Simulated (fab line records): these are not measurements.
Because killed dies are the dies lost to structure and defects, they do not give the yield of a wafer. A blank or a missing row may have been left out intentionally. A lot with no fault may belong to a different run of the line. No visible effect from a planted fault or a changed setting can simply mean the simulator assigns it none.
fab line records	flow nandHarc
record: lots: 12	wafers: 36	lastDay: 25
route steps=1159 shown P_ZERO_WELL@56 P_STI@89 P_GATE@142
lots that met no fault: from a run of the same line without faults
startH: start of the lot's first displayed wafer, in hours after the record's first day	waitH: hours from the lot's prior step to this one	" same as the row above	L1.1+2: a row that stands for several wafers	- either no value or no given start	* or withheld: withheld	< > ~ a bound
route shown NAME@n: NAME is a module with steps in the file, n the number in the route of the first one	usual: average and standard deviation across the fault-free wafers	same: alike in all rows	chamber/n: place in a boat	sites: the reading at each site	_std_site: standard deviation of those values	_edge_site: outer sites' mean less inner sites'	radiusMm: how far each site lies from the wafer's centre	mask NAME#n: copy n	behind: the tool/chamber that last shaped the wafer	hold: reason for holding the lot/hours on hold/outcome of the hold	device: transistor that didn't switch, given as n, p or np	end of line: the same wafers' tests at the end of the route	a step given without rows: its recipe and nothing more	killed: dies lost to structure and defects at the first sort, not the wafer's yield	map: dies across one wafer; x = killed, . = not, _ = none there
set.NAME: the setting as run; set.NAME@STEP: as run at that earlier step	model.NAME: the simulator's own value behind a step, which no gauge read
steps of the route over a sample of lots; a table a step, a row a wafer
services: a tool's chamber out of use, with start hour (startH, from the record's first day; less than 0 if before it), hours out, and reason
== steps ==
step: NHARC_P_ZERO_WELL_EXPOSE_49
recipe: na: 0.6	targetCdNm: 2000	doseMj: 22.64	maskId: P_HVPW
lot.wafer	tool	chamber	startH	waitH	mask
L731.1+2+5	krfScanner-02	0	17.63	-	P_HVPW#0
L732.1+4+6	krfScanner-03	0	23.77	-	P_HVPW#0
L736.1+4+5	krfScanner-03	0	47.50	-	P_HVPW#0
L738.1+3+6	krfScanner-03	0	59.48	-	P_HVPW_R1#0
L741.4+5+6	krfScanner-02	0	77.75	-	P_HVPW#0
L746.1+2+6	krfScanner-04	0	107.75	-	P_HVPW#0
L747.1+3+6	krfScanner-04	0	113.36	-	P_HVPW#0
L749.1+2+3	krfScanner-03	0	125.71	-	P_HVPW#0
L750.2+3+6	krfScanner-03	0	131.45	-	P_HVPW#0
L751.2+4+5	krfScanner-02	0	137.33	-	P_HVPW#0
L753.1+2+3	krfScanner-03	0	149.58	-	P_HVPW#0
L754.3+4+6	krfScanner-03	0	155.34	-	P_HVPW#0
step: NHARC_P_ZERO_WELL_CD_MEAS_52
recipe: targetCdNm: 2000	landingEnergyEv: 500
usual: cdNm: 1999.0/2.3
lot.wafer	tool	chamber	startH	waitH	cdNm
L731.1	cdSem-03	0	17.79	-	1999.2
L731.2	"	0	"	"	1998.3
L731.5	"	0	"	"	1999.8
L732.1	cdSem-01	0	23.93	-	1999.7
L732.4	"	0	"	"	1997.2
L732.6	"	0	"	"	2000.0
L736.1	cdSem-03	0	47.66	-	2001.1
L736.4	"	0	"	"	1997.6
L736.5	"	0	"	"	1998.4
L738.1	cdSem-01	0	59.64	-	1950.0
L738.3	"	0	"	"	1948.3
L738.6	"	0	"	"	1953.4
L741.4	cdSem-02	0	77.90	-	1997.5
L741.5	"	0	"	"	2001.8
L741.6	"	0	"	"	2002.6
L746.1	cdSem-01	0	107.91	-	1994.0
L746.2	"	0	"	"	1999.9
L746.6	"	0	"	"	1998.9
L747.1	cdSem-03	0	113.52	-	1998.0
L747.3	"	0	"	"	2001.7
L747.6	"	0	"	"	1996.4
L749.1	cdSem-03	0	125.87	-	2002.4
L749.2	"	0	"	"	1996.5
L749.3	"	0	"	"	2001.1
L750.2	cdSem-01	0	131.60	-	1997.0
L750.3	"	0	"	"	1995.1
L750.6	"	0	"	"	1998.1
L751.2	cdSem-02	0	137.49	-	2001.0
L751.4	"	0	"	"	2000.5
L751.5	"	0	"	"	2003.6
L753.1	cdSem-03	0	149.74	-	2000.1
L753.2	"	0	"	"	1997.5
L753.3	"	0	"	"	1999.6
L754.3	cdSem-03	0	155.49	-	1999.4
L754.4	"	0	"	"	1996.8
L754.6	"	0	"	"	1999.7
step: NHARC_P_STI_ETCH_31
recipe: targetDepthA: 1089	timeS: 54.5	cf4FlowSccm: 100	chf3FlowSccm: 30	arFlowSccm: 0	rfW: 500	biasW: 200	chemistry: CF4/CHF3
usual: drypumpMotorCurrentA: 6.0/0.46	oesProductAu: 0.961/0.016	rfVppV: 370.0/2.2	showerheadPlenumPTorr: 1.56/0.055	throttleValvePct: 16.802/0.009
same: timeS: 54.5
lot.wafer	tool	chamber	startH	waitH	drypumpMotorCurrentA	oesProductAu	rfHoursCounterH	rfVppV	showerheadPlenumPTorr	throttleValvePct
L731.2	rieDiel-06	0	-	-	5.8	0.967	4.0	371.1	1.61	16.802
L731.1	"	1	"	"	6.3	0.949	4.1	369.2	1.56	16.814
L731.5	"	0	"	"	5.9	0.972	-	371.7	1.61	16.797
L732.4	rieDiel-03	3	-	-	5.6	0.945	8.9	367.2	1.49	16.794
L732.1	"	2	"	"	5.7	0.950	9.8	368.9	1.55	16.785
L732.6	"	3	"	"	5.7	0.954	-	369.4	1.49	16.809
L736.1	rieDiel-03	2	-	-	5.7	0.941	0.8	370.0	1.55	16.804
L736.4	"	3	"	"	5.6	0.953	1.0	366.7	1.49	16.803
L736.5	"	1	"	"	5.2	0.970	-	369.5	1.57	16.798
L738.3	rieDiel-05	2	-	-	6.3	0.988	2.0	368.5	1.50	16.796
L738.1	"	1	"	"	5.5	0.939	2.2	366.9	1.50	16.804
L738.6	"	3	"	"	5.1	0.993	-	374.8	1.68	16.803
L741.4	rieDiel-03	1	-	-	5.2	0.952	3.5	370.7	1.57	16.797
L741.6	"	3	"	"	5.6	0.972	-	369.4	1.49	16.801
L741.5	"	0	"	"	6.4	0.932	-	372.4	1.63	16.800
L746.1	rieDiel-03	1	-	-	5.3	0.966	5.5	370.1	1.57	16.799
L746.2	"	2	"	"	5.8	0.951	4.8	371.9	1.55	16.804
L746.6	"	0	"	"	6.4	0.963	-	371.4	1.63	16.794
L747.3	rieDiel-06	0	-	-	5.8	0.971	2.1	370.0	1.61	16.802
L747.1	"	1	"	"	6.3	0.955	2.2	368.9	1.56	16.783
L747.6	"	1	"	"	6.3	0.953	-	370.3	1.56	16.808
L749.2	rieDiel-06	1	-	-	6.3	0.961	2.4	371.4	1.56	16.793
L749.3	"	2	"	"	6.5	0.988	2.4	368.4	1.51	16.793
L749.1	"	0	"	"	5.9	0.950	2.4	371.7	1.61	16.808
L750.3	rieDiel-05	0	-	-	5.9	0.985	3.7	369.9	1.60	16.807
L750.2	"	2	"	"	6.3	0.964	3.5	369.4	1.50	16.807
L750.6	"	0	"	"	5.9	0.984	-	370.6	1.60	16.799
L751.2	rieDiel-06	1	-	-	6.3	0.970	3.3	369.9	1.56	16.793
L751.4	"	3	"	"	6.5	0.957	3.2	368.0	1.50	16.798
L751.5	"	1	"	"	6.3	0.976	-	368.0	1.56	16.799
L754.4	rieDiel-06	3	-	-	6.5	0.955	3.6	367.2	1.50	16.801
L754.3	"	1	"	"	6.3	0.951	3.7	370.6	1.56	16.804
L754.6	"	3	"	"	6.5	0.950	-	367.0	1.50	16.816
L753.1	rieDiel-06	0	-	-	5.8	0.938	3.7	369.9	1.60	16.811
L753.2	"	1	"	"	6.3	0.958	3.7	370.1	1.56	16.804
L753.3	"	2	"	"	6.5	0.959	3.6	367.8	1.51	16.780
step: NHARC_P_GATE_OVL_MEAS_27
usual: overlayXNm: 0.0/0.75	overlayYNm: -0.2/0.65
lot.wafer	tool	chamber	startH	waitH	overlayXNm	overlayYNm
L731.1	overlay-02	-	92.46	-	1.0	-0.4
L731.2	"	-	"	"	1.3	-0.5
L731.5	"	-	"	"	0.8	-0.8
L732.1	overlay-01	-	92.74	-	-0.7	-0.8
L732.4	"	-	"	"	-1.2	-0.7
L732.6	"	-	"	"	-1.1	-0.4
L736.1	overlay-01	-	112.92	-	0.1	-0.2
L736.4	"	-	"	"	-0.1	-0.4
L736.5	"	-	"	"	0.2	-0.2
L738.1	overlay-01	-	129.92	-	-1.1	-0.3
L738.3	"	-	"	"	-0.7	-0.3
L738.6	"	-	"	"	-1.0	-1.0
L741.4	overlay-02	-	151.95	-	-0.5	0.8
L741.5	"	-	"	"	-1.0	0.7
L741.6	"	-	"	"	-0.2	0.0
L746.1	overlay-01	-	187.55	-	-1.5	0.1
L746.2	"	-	"	"	-1.1	-0.1
L746.6	"	-	"	"	-1.4	0.2
L747.1	overlay-01	-	188.18	-	-0.9	-0.4
L747.3	"	-	"	"	-0.8	0.0
L747.6	"	-	"	"	-0.8	-0.2
L749.1	overlay-01	-	193.63	-	0.1	-0.1
L749.2	"	-	"	"	0.6	-0.7
L749.3	"	-	"	"	0.7	-0.6
L750.2	overlay-01	-	199.93	-	0.1	0.1
L750.3	"	-	"	"	-0.6	-0.1
L750.6	"	-	"	"	-0.2	0.0
L751.2	overlay-02	-	208.07	-	1.3	-0.7
L751.4	"	-	"	"	0.6	-0.6
L751.5	"	-	"	"	0.9	-0.6
L753.1	overlay-01	-	222.79	-	0.0	-1.8
L753.2	"	-	"	"	0.4	-1.0
L753.3	"	-	"	"	-0.1	-1.6
L754.3	overlay-01	-	222.94	-	-0.4	-0.1
L754.4	"	-	"	"	-0.2	-1.0
L754.6	"	-	"	"	0.6	-0.2
step: NHARC_P_GATE_DESCUM_31
recipe: timeS: 3	o2FlowSccm: 200	arFlowSccm: 0	biasPowerW: 0	chemistry: O2
usual: drypumpMotorCurrentA: 5.8/0.47	oesProductAu: 1.001/0.011	rfVppV: 57.7/0.9	showerheadPlenumPTorr: 1.92/0.069	throttleValvePct: 11.311/0.0086
same: timeS: 3
lot.wafer	tool	chamber	startH	waitH	drypumpMotorCurrentA	oesProductAu	rfHoursCounterH	rfVppV	showerheadPlenumPTorr	throttleValvePct
L731.1	rieDiel-02	1	92.56	0.1	6.2	1.013	41	59.2	1.92	11.326
L731.2	"	0	"	"	6.0	0.989	40	56.8	1.85	11.306
L731.5	"	2	"	"	5.8	0.980	-	58.4	1.95	11.323
L732.4	rieDiel-07	2	92.83	0.1	6.0	1.010	12	57.8	1.94	11.314
L732.1	"	0	"	"	5.5	0.997	11	58.8	2.00	11.313
L732.6	"	2	"	"	5.9	1.007	-	57.9	1.94	11.317
L736.4	rieDiel-07	0	113.02	0.1	5.5	1.004	15	57.2	2.00	11.312
L736.1	"	1	"	"	5.7	1.011	15	58.2	1.98	11.316
L736.5	"	3	"	"	6.2	1.002	-	58.5	2.03	11.326
L738.1	rieDiel-04	1	130.01	0.1	5.7	0.998	1	58.3	1.98	11.309
L738.3	"	3	"	"	6.6	0.993	1	57.8	2.01	11.331
L738.6	"	1	"	"	5.7	1.002	-	57.9	1.98	11.308
L741.4	rieDiel-04	3	152.05	0.1	6.5	0.995	8	57.3	2.01	11.312
L741.5	"	2	"	"	5.8	0.999	-	56.8	1.86	11.320
L741.6	"	3	"	"	6.5	1.004	-	58.1	2.01	11.312
L746.1	rieDiel-02	0	187.66	0.1	6.0	1.006	11	56.2	1.84	11.327
L746.2	"	2	"	"	5.8	1.021	9	57.8	1.95	11.319
L746.6	"	3	"	"	5.3	0.997	-	57.9	1.89	11.319
L747.3	rieDiel-04	0	188.29	0.1	4.8	0.991	15	58.1	1.81	11.308
L747.1	"	1	"	"	5.7	1.010	17	57.5	1.97	11.322
L747.6	"	2	"	"	5.8	1.003	-	58.3	1.86	11.324
L749.3	rieDiel-02	2	193.73	0.1	5.8	1.016	12	57.4	1.94	11.308
L749.2	"	3	"	"	5.3	1.003	13	57.4	1.89	11.296
L749.1	"	0	"	"	6.0	1.008	13	57.2	1.84	11.315
L750.3	rieDiel-04	0	200.05	0.1	4.8	0.977	18	56.4	1.81	11.309
L750.2	"	3	"	"	6.6	0.994	21	58.4	2.00	11.306
L750.6	"	0	"	"	4.8	0.988	-	58.5	1.81	11.322
L751.2	rieDiel-04	2	208.17	0.1	5.8	1.010	21	57.7	1.86	11.305
L751.4	"	0	"	"	4.8	0.984	19	58.3	1.81	11.313
L751.5	"	2	"	"	5.8	1.010	-	58.5	1.86	11.304
L753.1	rieDiel-02	0	222.89	0.1	6.0	1.024	26	57.9	1.84	11.310
L753.2	"	1	"	"	6.2	1.006	25	58.1	1.90	11.297
L753.3	"	3	"	"	5.3	1.001	17	57.4	1.89	11.309
L754.4	rieDiel-04	0	223.05	0.1	4.8	1.003	21	57.6	1.81	11.306
L754.3	"	2	"	"	5.8	1.010	22	57.7	1.86	11.304
L754.6	"	3	"	"	6.6	0.993	-	56.0	2.00	11.312
== services ==
tool	chamber	startH	hours	kind
rieDiel-06	3	-4.11	25.4	repair
krfScanner-03	-	-4.00	4.0	pm
rieDiel-02	-	15.76	0.8	repair
rieDiel-06	1	16.18	2.6	repair
rieDiel-03	0	25.33	3.9	repair
rieDiel-03	-	38.30	9.0	pm
krfScanner-03	-	50.23	0.5	repair
rieDiel-06	-	64.20	9.0	pm
rieDiel-04	2	68.24	6.1	repair
rieDiel-02	2	76.52	9.1	repair
rieDiel-03	0	82.00	6.9	repair
rieDiel-03	2	83.84	3.0	repair
rieDiel-04	1	86.16	35.7	repair
rieDiel-03	1	88.48	5.3	repair
krfScanner-03	-	100.88	11.7	repair
rieDiel-04	2	109.67	10.2	repair
rieDiel-04	-	112.27	9.0	pm
rieDiel-02	3	123.35	4.3	repair
rieDiel-02	2	126.90	3.8	repair
rieDiel-02	3	129.39	6.6	repair
rieDiel-02	-	150.90	9.0	pm
krfScanner-03	-	168.00	4.0	pm
rieDiel-04	0	177.00	7.6	repair
rieDiel-06	0	211.48	4.1	repair
== key ==
firstSign: step: NHARC_P_ZERO_WELL_EXPOSE_49	reading: mask	direction: changed
effect: step: NHARC_P_ZERO_WELL_CD_MEAS_52	reading: cdNm	direction: down	sigmas: 21	usual: 1999.0	struck: 1950.6
metAt NHARC_P_ZERO_WELL_EXPOSE_49
struckLots L738
testerLeftOut L738
notActingAt NHARC_P_STI_ETCH_31,NHARC_P_GATE_OVL_MEAS_27,NHARC_P_GATE_DESCUM_31
onsetBetween 47.50 59.48
fault: kind: wrongMask	tool: any	chamber: -	onsetH: 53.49	steps: NHARC_P_ZERO_WELL_EXPOSE_49	auxCopy: P_HVPW_R1#0	cdOffsetNm: -45.788	scope: struckLotsOnly
testerLeftOut: of these lots the tester's yield and bins aren't shown, on N5 and GAA mostly nor the transistor test; their killed dies are dies lost to structure and defects alone, not to doping, threshold or leakage, so they don't give the yield
